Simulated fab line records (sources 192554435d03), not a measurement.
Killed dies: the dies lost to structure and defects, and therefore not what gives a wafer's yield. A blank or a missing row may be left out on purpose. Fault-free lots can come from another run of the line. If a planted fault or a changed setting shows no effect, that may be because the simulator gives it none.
Which of the tools did it?    flow n5-finfet    13 lots with 39 wafers sampled at 3 steps, on a route of 1938 steps

## WHAT THE GAUGES READ, wafer by wafer
The record lacks any reading of a measuring or inspecting step that a usual standard deviation could be used to judge.

## TOOL THAT RAN EACH LOT (tool first, then ch and the chambers of the sampled wafers, then the start)
lot   N5_ILD0_PRECLEAN_10                 N5_ILD0_CMP_12                N5_SDB_DESCUM_16
L548  remote-plasma-02 ch 0, day 3 14:30  cmp-01 ch 0,1,2, day 3 17:27  rie-diel-01 ch 0,1,3, day 3 18:16
L549  remote-plasma-02 ch 0, day 3 20:44  cmp-04 ch 0,1, day 3 23:37    rie-diel-03 ch 2,3, day 4 00:40
L550  remote-plasma-01 ch 0, day 4 05:01  cmp-01 ch 0,1,2, day 4 08:00  rie-diel-01 ch 0,2, day 4 08:52
L551  remote-plasma-02 ch 1, day 4 09:53  cmp-02 ch 0,2, day 4 12:46    rie-diel-01 ch 0,1, day 4 13:40
L552  remote-plasma-02 ch 0, day 4 12:40  cmp-02 ch 0,1, day 4 15:32    rie-diel-04 ch 0,3, day 4 16:19
L553  remote-plasma-01 ch 0, day 4 21:55  cmp-02 ch 0,1, day 5 00:55    rie-diel-04 ch 0,2,3, day 5 01:47
L556  remote-plasma-02 ch 0, day 5 15:14  cmp-04 ch 1,2,3, day 5 18:12  rie-diel-03 ch 0,1, day 5 19:01
L557  remote-plasma-02 ch 1, day 5 21:47  cmp-02 ch 0,1,2, day 6 00:43  rie-diel-01 ch 0,1,3, day 6 01:40
L558  remote-plasma-01 ch 1, day 6 03:24  cmp-04 ch 0,2,3, day 6 06:13  rie-diel-04 ch 0,1, day 6 07:04
L564  remote-plasma-02 ch 0, day 7 15:34  cmp-02 ch 1,2, day 7 18:33    rie-diel-03 ch 0,2,3, day 7 19:26
L567  remote-plasma-02 ch 1, day 8 11:06  cmp-04 ch 1,2,3, day 8 13:52  rie-diel-01 ch 0,1,2, day 8 14:46
L568  remote-plasma-02 ch 1, day 8 14:32  cmp-02 ch 1,2,3, day 8 17:20  rie-diel-03 ch 1,2, day 8 18:12
L569  remote-plasma-02 ch 1, day 8 21:52  cmp-02 ch 2,3, day 9 01:06    rie-diel-04 ch 0,1,2, day 9 02:22
- N5_ILD0_PRECLEAN_10: cleans in NF3:NH3, afs cycles 5, time 20 s, sublimation time 60 s.
- N5_ILD0_CMP_12: polishes SiNx, stops on poly-Si, t overpolish 6 s, target thk 17.67 nm.
- N5_SDB_DESCUM_16: chemistry O2, time 7.9 s.

## WHAT THE TOOLS THEMSELVES READ (means of the sampled wafers that have a number; where no wafer has one, the mark that the record gives instead)
N5_ILD0_CMP_12.
lot   tool    head-pressure-psi (psi)  motor-current-A (A)  overpolish-run-s (s)  time-to-endpoint-s (s)
L548  cmp-01  2.492                    8.3                  5.991                 28.0
L549  cmp-04  2.502                    9.0                  6.000                 25.9
L550  cmp-01  2.505                    8.3                  6.002                 28.3
L551  cmp-02  2.501                    8.3                  5.988                 28.9
L552  cmp-02  2.499                    10.2                 6.011                 28.1
L553  cmp-02  2.499                    9.9                  5.991                 29.8
L556  cmp-04  2.497                    8.9                  5.997                 30.7
L557  cmp-02  2.501                    9.2                  6.002                 25.6
L558  cmp-04  2.495                    8.2                  6.007                 30.3
L564  cmp-02  2.504                    9.9                  5.997                 29.0
L567  cmp-04  2.498                    8.7                  5.996                 30.7
L568  cmp-02  2.502                    9.5                  6.000                 29.5
L569  cmp-02  2.499                    9.3                  5.999                 30.6

N5_SDB_DESCUM_16.
lot   tool         drypump-motor-current-A (A)  oes-product-au (a.u.)  rf-vpp-V (V)  showerhead-plenum-p-Torr (Torr)  throttle-valve-pct (%)
L548  rie-diel-01  5.7                          0.84                   244.0         2.14                             20.45
L549  rie-diel-03  5.2                          0.75                   242.9         2.05                             20.52
L550  rie-diel-01  5.5                          0.74                   242.4         2.02                             20.50
L551  rie-diel-01  5.3                          0.92                   244.7         2.19                             20.29
L552  rie-diel-04  5.6                          0.86                   242.1         2.02                             20.37
L553  rie-diel-04  5.8                          0.82                   242.2         2.05                             20.36
L556  rie-diel-03  6.2                          0.84                   244.4         2.17                             20.31
L557  rie-diel-01  5.7                          0.90                   244.0         2.14                             20.35
L558  rie-diel-04  5.2                          0.94                   242.9         2.11                             20.20
L564  rie-diel-03  5.2                          0.71                   242.7         2.07                             20.52
L567  rie-diel-01  5.4                          0.87                   244.6         2.19                             20.32
L568  rie-diel-03  5.7                          0.77                   243.3         2.06                             20.45
L569  rie-diel-04  5.5                          0.85                   243.6         2.13                             20.24

## THE ANSWER, worked out from the rows above alone
Rule: what is usual is taken from the lots themselves. The widest of any qualifying gaps counts: lots, ordered by their means at a reading, are off when they make up no more than a third of the lots, leave a main group of 4 or more, and stand apart from it by 3 or more times the standard deviation of that group's means. Not used: any main group whose means are identical at the precision the tables above print for the reading. Also off: a lot with no number at a reading for which 4 or more lots have one. The other lots that the step has rows for count as sound. Order of review: gauges by route order, followed by the tools' own readings, for which a lot's mean as printed above is used. The first step at which some lot is off is used, and at that step the reading that is off furthest; a lot without a number counts as furthest.
No lot is off at any reading shown: from this, nothing can be told.

## WHAT THE SIMULATOR PUT IN
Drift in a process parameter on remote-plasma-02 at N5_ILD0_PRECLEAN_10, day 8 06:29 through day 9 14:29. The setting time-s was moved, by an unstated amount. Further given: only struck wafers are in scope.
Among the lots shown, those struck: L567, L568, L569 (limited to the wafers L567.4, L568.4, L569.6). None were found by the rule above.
